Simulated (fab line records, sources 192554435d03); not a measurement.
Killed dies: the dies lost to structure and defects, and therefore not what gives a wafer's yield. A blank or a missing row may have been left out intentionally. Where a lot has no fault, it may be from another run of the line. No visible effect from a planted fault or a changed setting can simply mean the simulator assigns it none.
Struck lot and sound lot, side by side -- flow n5 finfet -- 37 out of 1938 route steps
Sound: the wafers L533.1, L533.3, L533.6. The struck wafers were L528.1, L528.2, L528.6. The cause is given at the end.
At each step with rows: each side's tool, then ch and its chambers, then its first start. Under that, the readings that differ: sound wafers -- struck wafers -- difference of the means -- sigmas: that difference in standard deviations of wafers without a fault.
alike: readings whose means differ by less than 2 such deviations, and words and numbers that are the same on both sides. not compared: withheld readings, readings that some wafer has no value for, bounds like >300 that may hide the same value, and numbers for which the record gives no deviation and whose values overlap.
A row with sigmas, a row that says differs or no value, or rows on one side alone: a step with any of these is where the two part. Numbers that have no deviation but don't overlap get no sigmas and don't part them. Lack of a reading on every wafer of one side parts them only where that side has two or more wafers.

first, 9 steps without rows for these wafers: N5_BEOL_M4_ANNEAL_95 (time 240 s); N5_BEOL_M4_SPUTTER_96 (material Cu, target thk 4.5 nm, time 8.29 s); N5_BEOL_M4_ECD_50 (material Cu, target thk 300 nm); N5_BEOL_M4_ANNEAL_51 (time 90 s); N5_BEOL_M4_CMP_52 (polishes, stops on SiOC, t overpolish 6.8 s, target thk 40 nm); N5_BEOL_M4_PRE_CLEAN_60 (time 15 s); N5_BEOL_M4_CO_CAP_55 (material Co, precursor CCTBA/H2, target thk 2 nm, time 102.1 s); N5_BEOL_M4_PRE_CLEAN_56 (time 15 s); N5_BEOL_M4_DEP_57 (deposits SiCN from 3MS/NH3, target thk 8 nm, time 14 s).
N5_BEOL_M4_RC_MEAS_101:
  sound on prober-01 ch 0, day 11 02:02; struck on prober-02 ch 0, day 9 10:55
  alike: DIBL_N, DIBL_P, IOFF_N, IOFF_P, ION_N, ION_P, SS_N, SS_P, VT_N, VT_P
then, 24 steps without rows for these wafers: N5_BEOL_M5_ILD_DEP_00 (deposits SiCOH lowk from DEMS/porogen, target thk 140.64 nm, time 25.9 s); N5_BEOL_M5_CURE_79 (cures SiCOH lowk, time 240 s); N5_BEOL_M5_PECVD_70 (deposits SiO2 from TEOS/O2, target thk 16 nm, time 18 s); N5_BEOL_M5_HM_DEP_02 (deposits TiN, target thk 20 nm); N5_BEOL_M5_COAT_59 (time 60 s, resist thk 60 nm); N5_BEOL_M5_COAT_60 (time 60 s, resist thk 12 nm); N5_BEOL_M5_COAT_71 (time 60 s, resist thk 5 nm); N5_BEOL_M5_COAT_05 (resist thk 30 nm); N5_BEOL_M5_EBR_07; N5_BEOL_M5_SOFTBAKE_06 (time 60 s); N5_BEOL_M5_EXPOSE_08 (exposes mask M5, target cd 28 nm); N5_BEOL_M5_PEB_09 (peb time 60 s); N5_BEOL_M5_DEVELOP_10 (develop time 30 s); N5_BEOL_M5_DESCUM_16 (chemistry O2, time 7 s); N5_BEOL_M5_ETCH_72 (etches underlayer in N2/H2, target depth 6.5 nm, time 5.2 s); N5_BEOL_M5_ETCH_61 (etches SiARC in CF4, target depth 15.6 nm, time 26 s); N5_BEOL_M5_ETCH_62 (etches SOC in N2/H2, target depth 75 nm, overetch 15 nm, time 112.5 s); N5_BEOL_M5_STRIP_63 (strips in N2/H2); N5_BEOL_M5_STRIP_73 (strips in N2/H2); N5_BEOL_M5_STRIP_64 (strips in CF4); N5_BEOL_M5_HM_OPEN_17 (chemistry Cl2/BCl3, target TiN, target depth 20 nm, overetch 6 nm); N5_BEOL_M5_STRIP_19 (strips in O2); N5_BEOL_M5_COAT_65 (time 60 s, resist thk 60 nm); N5_BEOL_M5_COAT_66 (time 60 s, resist thk 12 nm).
N5_BEOL_M10_ETCH_65: etches SiARC in CF4, target depth 39 nm, time 65 s.
  sound on rie diel-01 ch 0,1, day 12 22:52; struck on rie diel-01 ch 0,1,2, day 11 08:21
  no value came back on the struck wafers for any of 9 readings (bias w (W), cf4 flow sccm (sccm) and others); on the sound wafers bias w (W) reads 35.98 36.04 35.97
reading,sound,struck,difference,sigmas
model.CAR-ArF_of_BEOL_M10_COAT_22.thk nm (nm),54.8 54.8 55,83.8 83.4 83.4,+28.7,
  not compared: rf hours counter h
N5_BEOL_M10_ETCH_66: etches SOC in N2/H2, target depth 120 nm, overetch 24 nm, time 180 s.
  sound on rie diel-01 ch 0,1, day 12 22:55; struck on rie diel-01 ch 0,1,2, day 11 08:24
reading,sound,struck,difference,sigmas
oes product au (a.u.),0.70 0.66 0.70,0.34 0.32 0.27,-0.38,-6
  alike: bias w, chamber pressure mTorr, drypump motor current A, rf vpp V, showerhead plenum p Torr, throttle valve pct
  not compared: rf hours counter h
-- a jump in the record: the struck wafers' starts before and after are 2 days apart (it breaks off in module BEOL_M10 and resumes in module PASSIVATION, where the first step shown is number 1936 of the route) --
N5_PASSIVATION_PROBE_49:
  sound on prober-01 at day 15 01:49; struck on prober-02 at day 13 09:46
reading,sound,struck,difference,sigmas
defect limited yield (%),93.0 92.1 91.2,0 0 0,-92,-61
killed_at_M4_up,13 16 17,1099 1099 1116,+1089,+99 or more
killed dies,83 93 104,1180 1180 1180,+1087,+60
killed on rim,5 9 17,152 152 152,+142,+35
sort_bin_5_function (%),5.0 4.6 5.8,96.5 96.3 97.1,+91.5,+92
sort n pass,1097 1087 1076,0 0 0,-1087,-60
sort yield pct (%),93.0 92.1 91.2,0 0 0,-92,-61
  alike: killed_at_M0_to_M3, killed at contacts, killed at front end, killed at other, killed open, killed short, sort_bin_6_memory

== WHERE THEY PART ==
Earliest at N5_BEOL_M10_ETCH_65; latest, in this record, at N5_PASSIVATION_PROBE_49.

WHY: whatever the simulator had introduced
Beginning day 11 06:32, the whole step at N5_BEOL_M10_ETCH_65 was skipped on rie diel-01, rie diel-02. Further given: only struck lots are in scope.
